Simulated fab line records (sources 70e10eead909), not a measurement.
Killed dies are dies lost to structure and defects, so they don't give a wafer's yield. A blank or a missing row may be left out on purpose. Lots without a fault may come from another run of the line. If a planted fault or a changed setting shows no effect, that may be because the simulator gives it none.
fab line records    flow nand-harc
record lots=5  wafers=15  last-day=24
route steps=1159 shown P_ZERO_WELL@44 END@1159
lots that met no fault: from a run of the same line without faults
start-h: start of the lot's first displayed wafer, in hours after the record's first day    wait-h: hours elapsed since this lot's preceding step    " as in the row above    L1.1+2: several wafers, shown together as one row    - either no value or no given start    * or withheld: withheld    < > ~ a bound
route shown NAME@n: a module of which the file shows steps, and the number in the route of the first    usual: mean/standard deviation taken from wafers without a fault    same: alike in all rows    chamber/n: place in a boat    sites: each site's reading    _std_site: the standard deviation of these    _edge_site: inner sites' mean taken away from outer sites' mean    radius-mm: for every site, how far away it sits from the centre of the wafer    mask NAME#n: copy n    behind: the last tool/chamber to shape the wafer    hold: what put the lot on hold/how long, in hours/how the hold closed    device: the n, p or np transistor that did not switch    end of line: tests of these same wafers at the route's end    where a step has no rows: the recipe by itself    killed: not the wafer's yield, but the dies lost to structure and defects at the first sort    map: a wafer's dies, marking killed ones x, the rest . and places with no die _
set.NAME: the setting the step ran with; set.NAME@STEP: the setting that earlier step ran with    model.NAME: the simulator's own value behind a step, which no gauge read
lots at some steps of the route; a table a step, a row a wafer
services: a tool's chamber out of use, with start hour (start-h, from the record's first day; less than 0 if before it), hours out, and reason
## steps
# step NHARC_P_ZERO_WELL_CD_MEAS_37
# recipe target-cd-nm=720  landing-energy-ev=500
# usual cd-nm=718.5/1.9
lot.wafer  tool       chamber  start-h  wait-h  cd-nm
L410.1     cd-sem-01  0        39.99    -       719.5
L410.4     "          0        "        "       720.8
L410.5     "          0        "        "       721.5
L412.2     cd-sem-01  0        52.22    -       714.1
L412.4     "          0        "        "       716.0
L412.6     "          0        "        "       716.8
L422.3     cd-sem-02  0        112.02   -       717.2
L422.4     "          0        "        "       717.7
L422.5     "          0        "        "       720.2
L425.1     cd-sem-02  0        130.13   -       719.3
L425.2     "          0        "        "       720.1
L425.6     "          0        "        "       721.2
L428.2     cd-sem-02  0        148.12   -       719.4
L428.5     "          0        "        "       718.0
L428.6     "          0        "        "       718.5
# step NHARC_P_ZERO_WELL_HARDBAKE_38
# recipe temp-c=125  time-s=80
# step NHARC_P_ZERO_WELL_DESCUM_39
# recipe time-s=3  o2-flow-sccm=200  ar-flow-sccm=0  bias-power-w=0  chemistry=O2
# usual drypump-motor-current-A=5.7/0.47  oes-product-au=0.995/0.016  rf-vpp-V=57.8/0.88  showerhead-plenum-p-Torr=1.95/0.077  throttle-valve-pct=11.312/0.0096
# same time-s=3
lot.wafer  tool         chamber  start-h  wait-h  drypump-motor-current-A  oes-product-au  rf-hours-counter-h  rf-vpp-V  showerhead-plenum-p-Torr  throttle-valve-pct
L410.4     rie-diel-01  1        40.16    -       5.5                      0.988           8                   57.1      1.92                      11.320
L410.1     "            3        "        "       5.8                      0.984           5                   58.5      1.91                      11.314
L410.5     "            0        "        "       6.5                      1.000           -                   58.6      2.06                      11.295
L412.4     rie-diel-01  0        52.38    -       6.3                      1.001           6                   58.3      2.06                      11.313
L412.2     "            1        "        "       5.6                      1.000           8                   57.4      1.92                      11.321
L412.6     "            0        "        "       6.4                      1.007           -                   57.7      2.06                      11.317
L422.3     rie-diel-01  3        112.17   -       5.8                      0.960           10                  58.0      1.91                      11.305
L422.4     "            0        "        "       6.4                      0.987           11                  57.6      2.06                      11.317
L422.5     "            3        "        "       5.8                      0.974           -                   59.8      1.91                      11.307
L425.1     rie-diel-09  1        130.31   -       5.6                      0.998           3                   58.1      2.00                      11.314
L425.2     "            2        "        "       6.0                      1.001           2                   57.6      1.85                      11.313
L425.6     "            1        "        "       5.7                      1.009           -                   56.9      2.00                      11.322
L428.2     rie-diel-01  3        148.30   -       5.8                      0.983           0                   57.4      1.91                      11.290
L428.5     "            1        "        "       5.6                      0.983           -                   58.9      1.92                      11.318
L428.6     "            2        "        "       5.7                      1.014           -                   58.9      1.91                      11.303
# step NHARC_P_ZERO_WELL_IMPLANT_40
# recipe energy-kev=300  dose-cm2=1e+13  tilt-deg=7
# step NHARC_P_ZERO_WELL_IMPLANT_59
# recipe energy-kev=120  dose-cm2=5e+12  tilt-deg=7
# step NHARC_P_ZERO_WELL_IMPLANT_60
# recipe energy-kev=30  dose-cm2=2e+12  tilt-deg=7
# step NHARC_P_ZERO_WELL_STRIP_41
# recipe time-s=840  temp-c=130  chemistry=SPM
# step NHARC_P_ZERO_WELL_DEHYDRATE_44
# recipe temp-c=150  time-s=120
# step NHARC_P_ZERO_WELL_HMDS_45
# recipe time-s=30
# step NHARC_P_ZERO_WELL_COAT_46
# recipe spin-rpm=withheld
# step NHARC_P_ZERO_WELL_SOFTBAKE_47
# recipe temp-c=122  time-s=95
# step NHARC_P_ZERO_WELL_EBR_48
# step NHARC_P_ZERO_WELL_EXPOSE_49
# recipe na=0.6  target-cd-nm=2000  dose-mj=22.64  mask-id=P_HVPW
lot.wafer   tool            chamber  start-h  wait-h  mask
L410.1+4+5  krf-scanner-04  0        41.47    -       P_HVPW#0
L412.2+4+6  krf-scanner-04  0        53.58    -       P_HVPW_R1#0
L422.3+4+5  krf-scanner-04  0        113.52   -       P_HVPW#0
L425.1+2+6  krf-scanner-03  0        131.62   -       P_HVPW#0
L428.2+5+6  krf-scanner-03  0        149.49   -       P_HVPW#0
# step NHARC_P_ZERO_WELL_PEB_50
# recipe peb-temp-c=118  peb-time-s=85
# step NHARC_P_ZERO_WELL_DEVELOP_51
# recipe time-s=70
# step NHARC_P_ZERO_WELL_CD_MEAS_52
# recipe target-cd-nm=2000  landing-energy-ev=500
# usual cd-nm=1998.3/2.2
lot.wafer  tool       chamber  start-h  wait-h  hold                      cd-nm
L410.1     cd-sem-01  0        41.63    -       -                         1998.7
L410.4     "          0        "        "       -                         1997.6
L410.5     "          0        "        "       -                         1992.9
L412.2     cd-sem-01  0        53.74    -       await-dispo/0.2h/release  1763.6
L412.4     "          0        "        "       await-dispo/0.2h/release  1759.6
L412.6     "          0        "        "       await-dispo/0.2h/release  1761.4
L412.2     cd-sem-01  0        -        -       -                         1763.1
L412.4     "          0        "        "       -                         1759.4
L412.6     "          0        "        "       -                         1761.2
L422.3     cd-sem-03  0        113.67   -       -                         2001.0
L422.4     "          0        "        "       -                         1995.2
L422.5     "          0        "        "       -                         1999.3
L425.1     cd-sem-02  0        131.78   -       -                         1994.6
L425.2     "          0        "        "       -                         1995.2
L425.6     "          0        "        "       -                         1998.6
L428.2     cd-sem-01  0        149.64   -       -                         2000.1
L428.5     "          0        "        "       -                         2001.1
L428.6     "          0        "        "       -                         2002.1
# step NHARC_END_SORT_01
# recipe temp-c=25
# usual defect-limited-yield=95.2/1.6  killed-at-array=29/11  killed-at-other=0.5/0.89  killed-at-periphery=3.3/2  killed-dies=32/11  killed-open=3.1/1.9  killed-short=2.3/1.6  sort_bin_2_pct=1.5/0.71  sort_bin_3_pct=0.30/0.22  sort_bin_4_pct=3.0/1.1  sort-n-pass=645/11  sort-rim-yield-pct=97.3/1.8  sort-yield-pct=95.2/1.6
# same gross-dies=677  sort_bin_5_pct[%]=0  sort_bin_6_pct[%]=0  sort_bin_7_pct[%]=0  sort_bin_8_pct[%]=0  sort-rim-n-gross=106.00
lot.wafer  tool       chamber  start-h  wait-h  defect-limited-yield[%]  killed-at-array  killed-at-other  killed-at-periphery  killed-dies  killed-open  killed-short  sort_bin_2_pct[%]  sort_bin_3_pct[%]  sort_bin_4_pct[%]  sort-n-pass  sort-rim-yield-pct[%]  sort-yield-pct[%]
L410.1     prober-01  0        478.38   2.5     94.1                     35               0                5                    40           4            2             2.7                0.30               3.0                637          95.3                   94.1
L410.4     prober-01  0        480.80   3.4     95.4                     26               1                4                    31           5            1             1.5                0.44               2.7                646          97.2                   95.4
L410.5     prober-01  0        481.61   3.7     93.4                     38               3                4                    45           2            0             2.2                0.59               3.8                632          98.1                   93.4
L422.3     prober-01  0        548.07   3.1     92.8                     43               1                5                    49           9            5             2.1                0.74               4.4                628          96.2                   92.8
L422.4     prober-01  0        548.88   3.4     95.6                     29               0                1                    30           1            0             1.6                0.30               2.5                647          99.1                   95.6
L422.5     prober-01  0        549.69   3.7     93.6                     39               0                4                    43           3            6             1.8                0.89               3.7                634          95.3                   93.6
# killed by level:class
L410.1 A_CHANNEL_HOLE_D1:chamber-film-flake=15 A_SLIT:chamber-film-flake=13 A_CONTACT:chamber-film-flake=2 P_M1:geometric-particle:open=1 P_M1:geometric-particle:short=1 P_M2:geometric-particle:open=1 A_ONON_D1:geometric-particle:short=1 A_CHANNEL_FILL_D1:geometric-particle:open=1
L410.4 A_CHANNEL_HOLE_D1:chamber-film-flake=9 A_SLIT:chamber-film-flake=9 A_BLC:geometric-particle:open=2 A_STAIRCASE:chamber-film-flake=2 P_M0:geometric-particle:short=1 P_M2:geometric-particle:open=1 A_WL_FILL:geometric-particle:open=1 A_M1:geometric-particle:open=1
L410.5 A_SLIT:chamber-film-flake=18 A_CHANNEL_HOLE_D1:chamber-film-flake=16 A_STAIRCASE:chamber-film-flake=3 THIN_TSV:chamber-film-flake=3 P_M0:chamber-film-flake=2 P_GATE:geometric-particle:open=1 A_BLC:geometric-particle:open=1 P_CONTACT:chamber-film-flake=1
L422.3 A_CHANNEL_HOLE_D1:chamber-film-flake=21 A_CONTACT:chamber-film-flake=4 A_M0:geometric-particle:open=3 A_STAIRCASE:chamber-film-flake=3 A_CONTACT:geometric-particle:open=2 A_M1:chamber-film-flake=2 P_CONTACT:geometric-particle:open=1 P_CONTACT:geometric-particle:short=1
L422.4 A_CHANNEL_HOLE_D1:chamber-film-flake=23 A_CONTACT:chamber-film-flake=3 A_M1:chamber-film-flake=2 P_M0:geometric-particle:open=1 A_STAIRCASE:chamber-film-flake=1
L422.5 A_CHANNEL_HOLE_D1:chamber-film-flake=22 A_CONTACT:chamber-film-flake=5 A_WL_FILL:chamber-film-flake=3 A_STAIRCASE:chamber-film-flake=2 P_GATE:geometric-particle:open=1 P_CONTACT:geometric-particle:short=1 A_ONON_D1:geometric-particle:short=1 A_CHANNEL_FILL_D1:geometric-particle:short=1
## services
tool            chamber  start-h  hours  kind
rie-diel-01     0        19.36    -      clean
rie-diel-01     1        19.36    -      clean
rie-diel-01     2        19.36    -      clean
rie-diel-01     3        19.36    -      clean
rie-diel-01     0        43.86    -      clean
rie-diel-01     1        43.86    -      clean
rie-diel-01     2        43.86    -      clean
rie-diel-01     3        43.86    -      clean
krf-scanner-04  -        55.84    18.1   repair
rie-diel-01     0        68.36    -      clean
rie-diel-01     1        68.36    -      clean
rie-diel-01     2        68.36    -      clean
rie-diel-01     3        68.36    -      clean
rie-diel-01     1        71.18    3.9    repair
rie-diel-09     -        77.14    9.0    pm
rie-diel-01     1        91.48    2.3    repair
rie-diel-01     0        92.86    -      clean
rie-diel-01     2        92.86    -      clean
rie-diel-01     3        92.86    -      clean
rie-diel-01     0        117.36   -      clean
rie-diel-01     1        117.36   -      clean
krf-scanner-04  -        118.26   9.4    repair
rie-diel-01     2        128.26   7.2    repair
rie-diel-01     -        138.09   9.0    pm
## key
first-sign step=NHARC_P_ZERO_WELL_EXPOSE_49  reading=mask  direction=changed
effect step=NHARC_P_ZERO_WELL_CD_MEAS_52  reading=visit  direction=added
effect step=NHARC_P_ZERO_WELL_CD_MEAS_52  reading=cd-nm  direction=down  sigmas=99+  usual=1998.3  struck=1761.5
met-at NHARC_P_ZERO_WELL_EXPOSE_49
struck-wafers L412.2,L412.4,L412.6
scrapped-behind NHARC_P_ZERO_WELL_CD_MEAS_52 L412.2,L412.4,L412.6
onset-between 41.47 53.58
fault kind=wrong-mask  tool=any  chamber=-  onset-h=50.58  steps=NHARC_P_ZERO_WELL_EXPOSE_49  aux-copy=P_HVPW_R1#0  cd-offset-nm=-236.02  scope=struck-lots-only
